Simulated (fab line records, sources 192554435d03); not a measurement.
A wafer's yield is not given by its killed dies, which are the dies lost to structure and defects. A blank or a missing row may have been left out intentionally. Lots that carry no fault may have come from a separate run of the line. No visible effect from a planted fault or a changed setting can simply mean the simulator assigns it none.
Lot-split experiment :: flow n5_finfet :: route with 1938 steps; 7 lots, 21 wafers read

ABOUT THE SPLIT
At N5_MIM_BOT_SPUTTER_00 (material TiN, target thk 35 nm, time 89.7 s), the setting time_s was moved away from the recipe's 89.7 s on 6 of the 21 wafers read, by -14.2% to +10.2%. The other wafers ran this setting at the recipe's value.

The split's own step is where the reading is taken.

THE READING
TiN_of_MIM_BOT_SPUTTER_00.thk_nm (the simulator's own value, which no gauge read), in nm, at N5_MIM_BOT_SPUTTER_00 (material TiN, target thk 35 nm, time 89.7 s). There is no usual value for it anywhere in the file. Average 34.9 nm, standard deviation 0.38 nm, over the 15 wafers here run with the recipe.

wafer: L076.2
tool, chamber at the split: pvd_sputter-02, -
time_s as run, s: 89.7
against the recipe: recipe
TiN_of_MIM_BOT_SPUTTER_00.thk_nm, nm: 34.8
against lot-mates on the recipe: -

wafer: L076.4
tool, chamber at the split: pvd_sputter-02, -
time_s as run, s: 89.7
against the recipe: recipe
TiN_of_MIM_BOT_SPUTTER_00.thk_nm, nm: 34.8
against lot-mates on the recipe: -

wafer: L076.6
tool, chamber at the split: pvd_sputter-02, -
time_s as run, s: 89.7
against the recipe: recipe
TiN_of_MIM_BOT_SPUTTER_00.thk_nm, nm: 35.4
against lot-mates on the recipe: -

wafer: L078.1
tool, chamber at the split: pvd_sputter-01, -
time_s as run, s: 89.7
against the recipe: recipe
TiN_of_MIM_BOT_SPUTTER_00.thk_nm, nm: 34.8
against lot-mates on the recipe: -

wafer: L078.2
tool, chamber at the split: pvd_sputter-01, -
time_s as run, s: 96.77
against the recipe: +7.9%
TiN_of_MIM_BOT_SPUTTER_00.thk_nm, nm: 37.2
against lot-mates on the recipe: +2.4

wafer: L078.6
tool, chamber at the split: pvd_sputter-01, -
time_s as run, s: 96.77
against the recipe: +7.9%
TiN_of_MIM_BOT_SPUTTER_00.thk_nm, nm: 37.8
against lot-mates on the recipe: +3.0

wafer: L082.3
tool, chamber at the split: pvd_sputter-03, -
time_s as run, s: 82.95
against the recipe: -7.5%
TiN_of_MIM_BOT_SPUTTER_00.thk_nm, nm: 32.2
against lot-mates on the recipe: -2.4

wafer: L082.4
tool, chamber at the split: pvd_sputter-03, -
time_s as run, s: 89.7
against the recipe: recipe
TiN_of_MIM_BOT_SPUTTER_00.thk_nm, nm: 34.4
against lot-mates on the recipe: -

wafer: L082.5
tool, chamber at the split: pvd_sputter-03, -
time_s as run, s: 89.7
against the recipe: recipe
TiN_of_MIM_BOT_SPUTTER_00.thk_nm, nm: 34.8
against lot-mates on the recipe: -

wafer: L083.1
tool, chamber at the split: pvd_sputter-03, -
time_s as run, s: 89.7
against the recipe: recipe
TiN_of_MIM_BOT_SPUTTER_00.thk_nm, nm: 35
against lot-mates on the recipe: -

wafer: L083.2
tool, chamber at the split: pvd_sputter-03, -
time_s as run, s: 76.93
against the recipe: -14.2%
TiN_of_MIM_BOT_SPUTTER_00.thk_nm, nm: 30.6
against lot-mates on the recipe: -4.4

wafer: L083.5
tool, chamber at the split: pvd_sputter-03, -
time_s as run, s: 76.93
against the recipe: -14.2%
TiN_of_MIM_BOT_SPUTTER_00.thk_nm, nm: 30.2
against lot-mates on the recipe: -4.8

wafer: L089.2
tool, chamber at the split: pvd_sputter-03, -
time_s as run, s: 89.7
against the recipe: recipe
TiN_of_MIM_BOT_SPUTTER_00.thk_nm, nm: 34.2
against lot-mates on the recipe: -

wafer: L089.3
tool, chamber at the split: pvd_sputter-03, -
time_s as run, s: 89.7
against the recipe: recipe
TiN_of_MIM_BOT_SPUTTER_00.thk_nm, nm: 34.6
against lot-mates on the recipe: -

wafer: L089.4
tool, chamber at the split: pvd_sputter-03, -
time_s as run, s: 98.87
against the recipe: +10.2%
TiN_of_MIM_BOT_SPUTTER_00.thk_nm, nm: 38.6
against lot-mates on the recipe: +4.2

wafer: L092.1
tool, chamber at the split: pvd_sputter-01, -
time_s as run, s: 89.7
against the recipe: recipe
TiN_of_MIM_BOT_SPUTTER_00.thk_nm, nm: 35.8
against lot-mates on the recipe: -

wafer: L092.2
tool, chamber at the split: pvd_sputter-01, -
time_s as run, s: 89.7
against the recipe: recipe
TiN_of_MIM_BOT_SPUTTER_00.thk_nm, nm: 35.2
against lot-mates on the recipe: -

wafer: L092.4
tool, chamber at the split: pvd_sputter-01, -
time_s as run, s: 89.7
against the recipe: recipe
TiN_of_MIM_BOT_SPUTTER_00.thk_nm, nm: 34.8
against lot-mates on the recipe: -

wafer: L096.1
tool, chamber at the split: pvd_sputter-02, -
time_s as run, s: 89.7
against the recipe: recipe
TiN_of_MIM_BOT_SPUTTER_00.thk_nm, nm: 34.8
against lot-mates on the recipe: -

wafer: L096.3
tool, chamber at the split: pvd_sputter-02, -
time_s as run, s: 89.7
against the recipe: recipe
TiN_of_MIM_BOT_SPUTTER_00.thk_nm, nm: 34.8
against lot-mates on the recipe: -

wafer: L096.2
tool, chamber at the split: pvd_sputter-02, -
time_s as run, s: 89.7
against the recipe: recipe
TiN_of_MIM_BOT_SPUTTER_00.thk_nm, nm: 34.6
against lot-mates on the recipe: -

FIT RESULTS
A straight line over all 21 wafers: TiN_of_MIM_BOT_SPUTTER_00.thk_nm changes by +0.329 nm for each +1% of time_s; r = +0.98; the points scatter about the line by 0.37 nm.
The same after taking each lot's own level away (the mean of its wafers on the recipe; 21 wafers): +0.341 nm for each +1%; r = +0.99; scatter 0.3 nm.
That fit puts the effect of the largest move of time_s on the reading at 4.8 nm.
The span of the lots' own levels, 34.40 to 35.27 nm, comes to 2.3 times the standard deviation stated above.
Consequently the slope shifts little with the lot-to-lot level, the two slopes agreeing.
Check: -4.96 nm against its lot-mates is what the line predicts for one of the wafers moved furthest among these (-14.2%) when that wafer is left out of the fit. It came out at -4.4 nm against them.

FURTHER SPLITS ON THESE WAFERS
These wafers also went through other splits before the reading. Each is held against what the fit with the lots' levels taken away leaves over:
other split on the same wafers: N5_BEOL_M12_PEB_08 peb_time_s
wafers away from the commonest value: 6
r with TiN_of_MIM_BOT_SPUTTER_00.thk_nm (lot level and that fit taken away): +0.04

other split on the same wafers: N5_BEOL_M14_ILD_DEP_00 time_s
wafers away from the commonest value: 5
r with TiN_of_MIM_BOT_SPUTTER_00.thk_nm (lot level and that fit taken away): +0.04

other split on the same wafers: N5_BEOL_M14_EXPOSE_07 dose_mj
wafers away from the commonest value: 8
r with TiN_of_MIM_BOT_SPUTTER_00.thk_nm (lot level and that fit taken away): -0.28

other split on the same wafers: N5_BEOL_M15_EXPOSE_07 dose_mj
wafers away from the commonest value: 13
r with TiN_of_MIM_BOT_SPUTTER_00.thk_nm (lot level and that fit taken away): +0.11

other split on the same wafers: N5_BEOL_M15_STRIP_63 pressure_mtorr
wafers away from the commonest value: 12
r with TiN_of_MIM_BOT_SPUTTER_00.thk_nm (lot level and that fit taken away): -0.02

THE FILE'S OWN FIT
TiN_of_MIM_BOT_SPUTTER_00.thk_nm changes by +0.347 nm for each +1% of time_s, r = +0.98.
